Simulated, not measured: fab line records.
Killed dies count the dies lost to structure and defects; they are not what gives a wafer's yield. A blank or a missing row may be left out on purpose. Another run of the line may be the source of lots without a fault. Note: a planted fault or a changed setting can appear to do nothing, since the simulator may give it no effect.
fab line records	flow nand_harc	part 1 of 2: steps 1 to 27 of 38
record lots=5	wafers=15	last_day=32
route steps=1302 shown A_WL_FILL@959 A_CONTACT@983
lots untouched by any fault: they come from a run of this same line in which no faults occurred
start_h: the number of hours between the record's first day and the start of the first shown wafer of the lot	wait_h: time in hours since the lot's previous step	" unchanged from the row above	L1.1+2: several wafers, shown together as one row	- no value present, or no start provided	* or withheld: withheld	< > ~ a bound
route shown NAME@n: NAME is a module with steps in the file, n the number in the route of the first one	usual: mean/standard deviation taken from wafers without a fault	same: alike in all rows	chamber/n: place in a boat	sites: the reading at each site	_std_site: the values' standard deviation	_edge_site: outer sites' mean less inner sites'	radius_mm: how far each site lies from the wafer's centre	mask NAME#n: copy n	behind: the tool/chamber that last shaped the wafer	hold: why the lot went on hold/how many hours it stayed there/how the hold came to an end	device: which transistor (n, p or np) failed to switch	end of line: tests run on the same wafers once the route is complete	a step without rows: its recipe alone	killed: at the first sort, the dies lost to defects and structure; wafer yield is something else	map: shows each die of a wafer: x if killed, . if not, _ if none is there
set.NAME: the setting the step ran with; set.NAME@STEP: the setting that earlier step ran with	model.NAME: the simulator's own value behind a step, which no gauge read
lots at selected steps of the route; one table per step, one row per wafer
services: the hour from which a tool's chamber was out of use, counted from the record's first day as start_h (under 0 if before that day), plus the number of hours and why
## steps
# step NHARC_A_WL_FILL_STRIP_27
# recipe power_w=1500	temp_c=250	time_s=20	chemistry=N2/H2
# usual drypump_motor_current_A=5.3/0.5	heater_power_w=311/30
lot.wafer	tool	chamber	start_h	wait_h	drypump_motor_current_A	heater_power_w	rf_hours_counter_h
L077.2	plasma_asher-01	1	497.92	0.1	5.9	348	27
L077.3	"	1	"	"	5.9	334	-
L077.5	"	0	"	"	5.7	273	-
L076.4	plasma_asher-01	1	503.60	0.1	5.9	330	-
L076.3	"	0	"	"	5.8	276	-
L076.5	"	1	"	"	5.9	341	-
L085.4	plasma_asher-01	0	575.87	0.1	5.8	256	-
L085.3	"	1	"	"	5.9	315	-
L085.5	"	0	"	"	5.7	266	-
L084.2	plasma_asher-01	0	583.78	0.1	5.8	268	10
L084.1	"	1	"	"	5.9	326	10
L084.6	"	1	"	"	5.9	322	-
L094.1	plasma_asher-02	1	668.16	0.1	4.7	340	9
L094.3	"	0	"	"	4.9	301	-
L094.6	"	0	"	"	4.9	299	-
# step NHARC_A_WL_FILL_STRIP_28
# recipe time_s=1200	temp_c=72.5	chemistry=post_etch_residue_remover
# usual bath_heat_duty_pct=14.4/1.7
lot.wafer	tool	chamber	start_h	wait_h	bath_heat_duty_pct
L077.3	wet_bench-07	6	498.07	0.1	12.2
L077.5	"	7	"	"	17.7
L077.2	"	2	"	"	14.6
L076.4	wet_bench-04	3	503.73	0.1	13.9
L076.3	"	5	"	"	14.6
L076.5	"	0	"	"	13.8
L085.3	wet_bench-04	2	576.02	0.1	12.1
L085.5	"	4	"	"	13.7
L085.4	"	5	"	"	14.3
L084.2	wet_bench-06	0	583.99	0.2	15.6
L084.6	"	1	"	"	13.3
L084.1	"	2	"	"	15.1
L094.1	wet_bench-06	1	668.33	0.2	14.1
L094.6	"	4	"	"	18.7
L094.3	"	6	"	"	14.5
# step NHARC_A_WL_FILL_PRECLEAN_06
# recipe time_s=300	chemistry=DIW
lot.wafer	tool	chamber	start_h	wait_h
L077.3+5+2	wet_bench-07	6,7,2	-	-
L076.4+3+5	wet_bench-04	3,5,0	-	-
L085.3+5+4	wet_bench-04	2,4,5	-	-
L084.2+6+1	wet_bench-06	0,1,2	-	-
L094.1+6+3	wet_bench-06	1,4,6	-	-
# step NHARC_A_WL_FILL_SRD_07
lot.wafer	tool	chamber	start_h	wait_h
L077.3+5+2	wet_bench-07	6,7,2	-	-
L076.4+3+5	wet_bench-04	3,5,0	-	-
L085.3+5+4	wet_bench-04	2,4,5	-	-
L084.2+6+1	wet_bench-06	0,1,2	-	-
L094.1+6+3	wet_bench-06	1,4,6	-	-
# step NHARC_A_WL_FILL_ANNEAL_08
# recipe temp_c=450	time_s=1800
# usual spike_tc_bottom_C=473.7/2.9	spike_tc_upper_C=449.6/1.1
lot.wafer	tool	chamber	start_h	wait_h	spike_tc_bottom_C	spike_tc_upper_C
L077.2	furnace-01	0	500.38	-	476.7	449.5
L077.3	"	0	"	"	474.8	447.5
L077.5	"	0	"	"	476.0	447.4
L076.3	furnace-01	0	506.73	-	473.3	451.4
L076.4	"	0	"	"	476.1	451.7
L076.5	"	0	"	"	474.1	450.5
L085.3	furnace-03	0	579.71	-	468.9	449.9
L085.4	"	0	"	"	468.5	447.3
L085.5	"	0	"	"	467.7	450.2
L084.1	furnace-03	0	587.36	-	470.0	450.1
L084.2	"	0	"	"	470.5	448.6
L084.6	"	0	"	"	469.6	450.8
L094.1	furnace-07	0	671.94	-	475.4	449.6
L094.3	"	0	"	"	476.1	448.7
L094.6	"	0	"	"	475.6	448.3
# step NHARC_A_WL_FILL_ALD_10
# recipe target_thk_a=500	pulse_time_s=10	ald_cycles=500	temp_c=300	material=SiO2
# usual heater_power_w=444/56	precursor_pulse_height_rel=1.002/0.022
lot.wafer	tool	chamber	start_h	wait_h	heater_power_w	precursor_pulse_height_rel
L077.3	ald_hk-04	3	502.04	0.2	507	1.022
L077.2	"	2	503.59	1.8	375	0.988
L077.5	"	0	504.61	2.8	409	1.021
L076.4	ald_hk-04	3	509.57	1.4	509	1.023
L076.3	"	2	511.15	3.0	369	1.020
L076.5	"	0	512.20	4.0	407	0.984
L085.4	ald_hk-02	2	581.23	0.0	424	1.006
L085.3	"	3	"	"	382	1.010
L085.5	"	2	583.30	2.1	428	1.001
L084.2	ald_hk-04	0	588.85	0.1	423	0.987
L084.1	"	3	590.38	1.6	502	1.007
L084.6	"	1	591.40	2.6	417	0.969
L094.1	ald_hk-03	1	673.45	0.1	528	1.004
L094.3	"	3	674.47	1.1	382	1.023
L094.6	"	1	675.50	2.1	523	1.009
# step NHARC_A_WL_FILL_ETCHBACK_16
# recipe target_depth_a=1200	time_s=24	c4f8_flow_sccm=withheld	o2_flow_sccm=8	ar_flow_sccm=withheld	rf_w=600	bias_w=800	chemistry=C4F8/O2/Ar
# usual oes_product_au=0.979/0.03	rf_vpp_V=721/3.3
lot.wafer	tool	chamber	start_h	wait_h	oes_product_au	rf_hours_counter_h	rf_vpp_V
L077.2	rie_diel-06	2	-	-	1.003	1.3	718
L077.3	"	0	"	"	0.987	1.3	720
L077.5	"	2	"	"	1.009	-	719
L076.3	rie_diel-06	2	-	-	1.006	1.3	718
L076.4	"	3	"	"	0.993	-	720
L076.5	"	2	"	"	1.003	-	720
L085.4	rie_diel-08	3	-	-	0.959	1.3	725
L085.3	"	2	"	"	0.990	1.2	716
L085.5	"	3	"	"	0.962	-	724
L084.2	rie_diel-08	1	-	-	0.995	1.6	723
L084.1	"	2	"	"	1.003	1.5	716
L084.6	"	1	"	"	0.996	-	724
L094.1	rie_diel-06	2	-	-	0.998	0.2	717
L094.3	"	3	"	"	0.984	0.1	721
L094.6	"	2	"	"	0.985	-	718
# step NHARC_A_WL_FILL_STRIP_29
# recipe time_s=20	o2_flow_sccm=500	ar_flow_sccm=0	bias_w=0	chemistry=O2
# usual drypump_motor_current_A=5.6/0.49	oes_product_au=0.995/0.01	rf_vpp_V=57.6/0.88	showerhead_plenum_p_Torr=3.47/0.11	throttle_valve_pct=17.036/0.0088
lot.wafer	tool	chamber	start_h	wait_h	drypump_motor_current_A	oes_product_au	rf_hours_counter_h	rf_vpp_V	showerhead_plenum_p_Torr	throttle_valve_pct
L077.3	rie_diel-06	1	506.78	0.1	5.8	0.997	1.3	58.1	3.37	17.063
L077.2	"	2	"	"	5.5	1.003	1.3	56.9	3.39	17.042
L077.5	"	0	"	"	4.7	0.989	-	58.1	3.42	17.029
L076.3	rie_diel-06	1	514.41	0.1	5.8	0.992	1.4	57.6	3.37	17.023
L076.4	"	3	"	"	6.2	0.986	-	57.4	3.47	17.036
L076.5	"	2	"	"	5.5	1.003	-	57.7	3.39	17.048
L085.3	rie_diel-08	0	585.98	0.1	5.7	0.991	1.4	57.9	3.64	17.036
L085.4	"	2	"	"	5.1	1.010	1.2	58.2	3.34	17.042
L085.5	"	1	"	"	5.6	0.994	-	57.6	3.52	17.049
L084.2	rie_diel-08	0	593.57	0.1	5.7	1.004	1.7	58.5	3.64	17.044
L084.1	"	3	"	"	6.2	0.989	1.6	57.6	3.55	17.019
L084.6	"	1	"	"	5.6	1.004	-	56.8	3.52	17.040
L094.3	rie_diel-06	3	678.18	0.1	6.2	0.995	0.1	57.1	3.47	17.023
L094.1	"	0	"	"	4.7	0.995	0.1	58.4	3.41	17.040
L094.6	"	1	"	"	5.8	0.997	-	57.5	3.37	17.038
# step NHARC_A_WL_FILL_ETCHBACK_17
# recipe target_depth_a=40	time_s=26.7	chemistry=Cl2/BCl3
# usual drypump_motor_current_A=5.60/0.13	oes_product_au=1.004/0.012
lot.wafer	tool	chamber	start_h	wait_h	drypump_motor_current_A	oes_product_au	rf_hours_counter_h
L077.2	rie_metal-02	1	506.89	-	5.73	1.002	1.1
L077.3	"	1	"	"	5.75	0.996	-
L077.5	"	1	"	"	5.75	1.000	-
L076.4	rie_metal-01	0	514.53	-	5.61	1.002	-
L076.3	"	1	"	"	5.45	1.026	-
L076.5	"	0	"	"	5.61	1.009	-
L085.3	rie_metal-01	0	586.11	-	5.58	1.002	-
L085.4	"	1	"	"	5.45	1.027	-
L085.5	"	1	"	"	5.45	1.024	-
L084.1	rie_metal-03	0	593.65	-	5.53	1.010	1.7
L084.2	"	1	"	"	5.78	0.981	1.4
L084.6	"	0	"	"	5.51	0.997	-
L094.1	rie_metal-03	1	678.28	-	5.76	0.995	2.8
L094.3	"	0	"	"	5.57	1.016	-
L094.6	"	0	"	"	5.54	1.008	-
# step NHARC_A_WL_FILL_PRECLEAN_18
# recipe time_s=30	chemistry=dHF
lot.wafer	tool	chamber	start_h	wait_h
L077.3+5+2	wet_bench-07	2,3,5	507.07	0.1
L076.5+4+3	wet_bench-04	2,3,5	514.69	0.1
L085.3+4+5	wet_bench-07	0,1,2	586.26	0.1
L084.2+6+1	wet_bench-04	3,4,6	593.84	0.1
L094.1+3+6	wet_bench-04	7,0,2	678.46	0.2
# step NHARC_A_WL_FILL_SRD_21
lot.wafer	tool	chamber	start_h	wait_h
L077.3+5+2	wet_bench-07	2,3,5	507.11	0.0
L076.5+4+3	wet_bench-04	2,3,5	514.72	0.0
L085.3+4+5	wet_bench-07	0,1,2	586.28	0.0
L084.2+6+1	wet_bench-04	3,4,6	593.86	0.0
L094.1+3+6	wet_bench-04	7,0,2	678.50	0.0
# step NHARC_A_WL_FILL_CVD_23
# recipe target_thk_a=400	temp_c=620	pressure_mtorr=200	time_s=800	material=poly-Si
# usual pressure_mtorr=200.0/0.44	spike_tc_bottom_C=642/3.8	spike_tc_upper_C=619.7/1.1
lot.wafer	tool	chamber	start_h	wait_h	pressure_mtorr	spike_tc_bottom_C	spike_tc_upper_C
L077.2	lpcvd_poly-03	0	509.56	2.4	200.4	643	619.4
L077.3	"	0	"	"	200.0	645	618.3
L077.5	"	0	"	"	199.8	645	615.8
L076.3	lpcvd_poly-03	0	515.78	1.1	199.5	644	620.7
L076.4	"	0	"	"	200.3	644	620.7
L076.5	"	0	"	"	199.6	644	619.1
L085.3	lpcvd_poly-04	0	590.67	4.4	200.0	646	619.5
L085.4	"	0	"	"	199.7	645	619.7
L085.5	"	0	"	"	200.4	645	619.6
L084.1	lpcvd_poly-01	0	596.21	2.3	199.9	635	619.7
L084.2	"	0	"	"	199.9	636	618.9
L084.6	"	0	"	"	199.0	636	620.4
L094.1	lpcvd_poly-03	0	680.95	2.5	199.6	644	620.7
L094.3	"	0	"	"	200.1	644	618.2
L094.6	"	0	"	"	200.1	645	619.4
# step NHARC_A_WL_FILL_ETCHBACK_26
# recipe target_depth_a=520	time_s=13.3	hbr_flow_sccm=150	rf_w=350	icp_w=350	bias_w=60	chemistry=HBr
# usual drypump_motor_current_A=5.6/0.4	oes_product_au=0.998/0.0089	throttle_valve_pct=23.265/0.0089
lot.wafer	tool	chamber	start_h	wait_h	drypump_motor_current_A	oes_product_au	rf_hours_counter_h	throttle_valve_pct
L077.2	rie_si-06	0	512.14	0.4	5.2	0.994	0.5	23.271
L077.3	"	1	"	"	5.0	0.995	0.5	23.263
L077.5	"	0	"	"	5.2	0.985	-	23.262
L076.4	rie_si-06	0	518.40	0.4	5.2	0.990	0.5	23.265
L076.3	"	1	"	"	5.0	0.983	0.5	23.252
L076.5	"	3	"	"	6.2	1.000	-	23.273
L085.3	rie_si-03	1	593.24	0.4	5.1	0.999	0.7	23.282
L085.4	"	3	"	"	5.9	0.990	0.7	23.268
L085.5	"	0	"	"	5.9	0.986	-	23.274
L084.1	rie_si-06	0	598.74	0.4	5.2	0.992	1.0	23.260
L084.2	"	2	"	"	5.6	0.994	1.1	23.250
L084.6	"	1	"	"	5.0	1.006	-	23.266
L094.1	rie_si-02	2	683.51	0.4	5.5	1.011	0.3	23.273
L094.3	"	3	"	"	6.0	1.012	0.3	23.263
L094.6	"	0	"	"	6.2	1.011	-	23.251
# step NHARC_A_WL_FILL_PRECLEAN_30
# recipe time_s=10	chemistry=dHF
lot.wafer	tool	chamber	start_h	wait_h
L077.2+3+5	wet_bench-04	7,0,1	512.28	0.1
L076.3+5+4	wet_bench-04	3,4,6	518.53	0.1
L085.5+3+4	wet_bench-06	3,5,6	593.37	0.1
L084.6+1+2	wet_bench-06	6,7,0	598.90	0.1
L094.1+3+6	wet_bench-04	2,4,6	683.64	0.1
# step NHARC_A_WL_FILL_SRD_14
lot.wafer	tool	chamber	start_h	wait_h
L077.2+3+5	wet_bench-04	7,0,1	512.30	0.0
L076.3+5+4	wet_bench-04	3,4,6	518.55	0.0
L085.5+3+4	wet_bench-06	3,5,6	593.39	0.0
L084.6+1+2	wet_bench-06	6,7,0	598.91	0.0
L094.1+3+6	wet_bench-04	2,4,6	683.67	0.0
# step NHARC_A_WL_FILL_ALD_19
# recipe target_thk_a=20	pulse_time_s=3	ald_cycles=100	temp_c=450	material=TiN
# usual heater_power_w=1137/130	precursor_pulse_height_rel=0.999/0.02
lot.wafer	tool	chamber	start_h	wait_h	heater_power_w	precursor_pulse_height_rel
L077.3	ald_metal-04	1	512.42	0.1	1461	0.991
L077.2	"	2	"	"	1268	1.018
L077.5	"	1	"	"	1436	1.006
L076.3	ald_metal-04	0	518.65	0.1	993	1.003
L076.4	"	2	"	"	1289	0.997
L076.5	"	0	"	"	991	0.953
L085.4	ald_metal-04	1	593.53	0.1	1418	0.985
L085.3	"	2	"	"	1248	1.021
L085.5	"	3	"	"	1122	0.993
L084.2	ald_metal-02	3	599.01	0.1	1180	0.993
L084.1	"	2	"	"	1194	0.980
L084.6	"	3	"	"	1180	0.976
L094.3	ald_metal-04	3	683.78	0.1	1077	0.991
L094.1	"	1	"	"	1447	1.000
L094.6	"	3	"	"	1074	1.015
# step NHARC_A_WL_FILL_CVD_20
# recipe target_thk_a=1000	temp_c=400	pressure_torr=40	wf6_flow_sccm=40	h2_flow_sccm=1600	ar_flow_sccm=1560	time_s=74	material=W
# usual heater_power_w=933/88	mfc_wf6_sccm=39.99/0.11	throttle_valve_pct=7.87/0.29
lot.wafer	tool	chamber	start_h	wait_h	heater_power_w	mfc_wf6_sccm	throttle_valve_pct
L077.2	cvd_w-01	1	-	-	823	39.90	8.10
L077.3	"	0	"	"	909	39.86	7.42
L077.5	"	1	"	"	841	39.93	8.29
L076.4	cvd_w-01	0	-	-	898	39.95	7.60
L076.3	"	1	"	"	846	40.14	7.97
L076.5	"	0	"	"	893	39.86	7.77
L085.4	cvd_w-01	0	-	-	942	40.08	7.36
L085.3	"	1	"	"	865	40.09	7.98
L085.5	"	1	"	"	860	39.91	8.07
L084.2	cvd_w-01	0	-	-	954	40.26	7.60
L084.1	"	1	"	"	868	40.00	7.86
L084.6	"	0	"	"	954	40.10	7.15
L094.1	cvd_w-01	0	-	-	959	40.05	7.76
L094.3	"	1	"	"	874	39.85	7.81
L094.6	"	0	"	"	956	40.00	7.44
# step NHARC_A_WL_FILL_CMP_12
# recipe t_overpolish_s=30	target_thk_nm=100
# usual motor_current_A=12.6/1.7	overpolish_run_s=30.000/0.0093	time_to_endpoint_s=20.2/2.3
lot.wafer	tool	chamber	start_h	wait_h	motor_current_A	overpolish_run_s	time_to_endpoint_s
L077.2	cmp-03	0	512.80	0.2	11.7	29.992	18.2
L077.3	"	2	"	"	11.4	29.993	18.0
L077.5	"	3	"	"	13.8	29.998	21.0
L076.3	cmp-04	3	519.04	0.1	11.8	30.010	17.9
L076.4	"	2	"	"	12.7	29.998	17.3
L076.5	"	0	"	"	9.1	30.002	18.9
L085.3	cmp-04	3	593.87	0.1	12.2	29.981	22.7
L085.4	"	1	"	"	11.7	30.007	19.4
L085.5	"	3	"	"	11.8	29.995	21.3
L084.1	cmp-03	2	599.44	0.2	10.6	29.983	20.2
L084.2	"	3	"	"	14.9	30.009	20.8
L084.6	"	1	"	"	13.5	29.997	20.3
L094.3	cmp-02	1	684.26	0.2	14.3	29.997	20.2
L094.1	"	2	"	"	12.2	30.006	19.1
L094.6	"	3	"	"	12.7	29.992	15.7
# step NHARC_A_WL_FILL_SRD_31
lot.wafer	tool	chamber	start_h	wait_h
L077.2+5+3	wet_bench-06	2,3,5	513.11	0.0
L076.5+4+3	wet_bench-06	6,0,1	519.36	0.0
L085.4+3+5	wet_bench-07	5,7,2	594.19	0.0
L084.6+2+1	wet_bench-06	7,0,1	599.72	0.0
L094.3+6+1	wet_bench-06	7,3,4	684.53	0.0
# step NHARC_A_WL_FILL_INSPECT_15
# usual raw_defect_count=505/150
lot.wafer	tool	chamber	start_h	wait_h	raw_defect_count
L077.2	defect_inspect-02	-	513.25	0.0	299
L077.3	"	-	"	"	300
L077.5	"	-	"	"	557
L076.3	defect_inspect-02	-	519.52	0.1	472
L076.4	"	-	"	"	547
L076.5	"	-	"	"	659
L085.3	defect_inspect-02	-	594.34	0.0	548
L085.4	"	-	"	"	364
L085.5	"	-	"	"	577
L084.1	defect_inspect-02	-	599.86	0.0	385
L084.2	"	-	"	"	359
L084.6	"	-	"	"	318
L094.1	defect_inspect-01	-	684.68	0.0	399
L094.3	"	-	"	"	300
L094.6	"	-	"	"	379
# step NHARC_A_CONTACT_DEP_24
# recipe target_thk_a=5000	temp_c=400	pressure_torr=6.5	rf_w=900	teos_flow_sccm=161.4	flow_sccm=2650	target_thk_nm=500	gas=O2	material=SiO2
# usual heater_power_w=529/100	throttle_valve_pct=15.7/0.4
lot.wafer	tool	chamber	start_h	wait_h	heater_power_w	throttle_valve_pct
L077.2	pecvd-01	0	513.31	0.1	680	15.8
L077.3	"	1	"	"	458	15.6
L077.5	"	1	"	"	333	15.6
L076.3	pecvd-03	1	520.01	0.5	397	16.1
L076.4	"	1	"	"	424	16.4
L076.5	"	2	"	"	599	16.4
L085.3	pecvd-03	2	594.40	0.1	701	16.1
L085.5	"	2	"	"	729	16.1
L085.4	"	1	"	"	452	15.6
L084.2	pecvd-03	1	599.92	0.1	370	15.9
L084.1	"	2	"	"	681	16.1
L084.6	"	0	"	"	529	15.8
L094.1	pecvd-04	0	684.81	0.1	599	15.6
L094.3	"	1	"	"	411	15.2
L094.6	"	2	"	"	596	16.1
# step NHARC_A_CONTACT_DEP_28
# recipe target_thk_a=70000	temp_c=400	material=aC
# usual throttle_valve_pct=34.999/0.0094
lot.wafer	tool	chamber	start_h	wait_h	throttle_valve_pct
L077.2	acl_dep-03	0	514.63	0.8	34.997
L077.3	"	0	"	"	35.004
L077.5	"	0	516.75	2.9	35.002
L076.3	acl_dep-03	0	523.30	2.8	35.004
L076.4	"	0	"	"	34.987
L076.5	"	0	"	"	35.008
L085.3	acl_dep-03	0	596.41	1.5	34.999
L085.4	"	0	"	"	35.018
L085.5	"	0	"	"	35.000
L084.1	acl_dep-01	0	600.53	0.1	34.998
L084.2	"	0	"	"	34.996
L084.6	"	0	604.04	3.6	34.990
L094.1	acl_dep-03	0	689.22	3.9	35.001
L094.3	"	0	690.65	5.4	34.991
L094.6	"	0	692.78	7.5	35.009
# step NHARC_A_CONTACT_DEP_29
# recipe target_thk_a=1000	target_thk_nm=100	temp_c=400	pressure_torr=3.5	flow_sccm=200	rf_w=350	material=SiON
# usual heater_power_w=728/100
lot.wafer	tool	chamber	start_h	wait_h	heater_power_w
L077.3	pecvd-01	2	518.22	2.2	704
L077.2	"	0	"	"	861
L077.5	"	1	"	"	566
L076.3	pecvd-04	0	526.21	2.2	865
L076.5	"	1	"	"	532
L076.4	"	0	"	"	864
L085.3	pecvd-04	2	599.31	2.2	748
L085.5	"	0	"	"	842
L085.4	"	2	"	"	756
L084.1	pecvd-03	0	604.77	3.5	717
L084.2	"	2	"	"	892
L084.6	"	2	"	"	887
L094.3	pecvd-04	2	693.52	2.2	814
L094.1	"	0	"	"	711
L094.6	"	0	"	"	710
# step NHARC_A_CONTACT_DEHYDRATE_32
# recipe temp_c=150	time_s=120
lot.wafer	tool	chamber	start_h	wait_h
L077.2+3+5	litho_track-04	0	518.46	0.2
L076.3+4+5	litho_track-04	0	526.43	0.2
L085.3+4+5	litho_track-04	0	599.53	0.2
L084.1+2+6	litho_track-06	0	605.04	0.2
L094.1+3+6	litho_track-04	0	693.79	0.2
# step NHARC_A_CONTACT_HMDS_33
# recipe time_s=30
lot.wafer	tool	chamber	start_h	wait_h
L077.2+3+5	litho_track-04	0	-	-
L076.3+4+5	litho_track-04	0	-	-
L085.3+4+5	litho_track-04	0	-	-
L084.1+2+6	litho_track-06	0	-	-
L094.1+3+6	litho_track-04	0	-	-
# step NHARC_A_CONTACT_COAT_34
# recipe temp_c=260	time_s=75
lot.wafer	tool	chamber	start_h	wait_h
L077.2+3+5	litho_track-04	0	-	-
L076.3+4+5	litho_track-04	0	-	-
L085.3+4+5	litho_track-04	0	-	-
L084.1+2+6	litho_track-06	0	-	-
L094.1+3+6	litho_track-04	0	-	-
# step NHARC_A_CONTACT_COAT_35
# recipe temp_c=225	time_s=65
lot.wafer	tool	chamber	start_h	wait_h
L077.2+3+5	litho_track-04	0	-	-
L076.3+4+5	litho_track-04	0	-	-
L085.3+4+5	litho_track-04	0	-	-
L084.1+2+6	litho_track-06	0	-	-
L094.1+3+6	litho_track-04	0	-	-
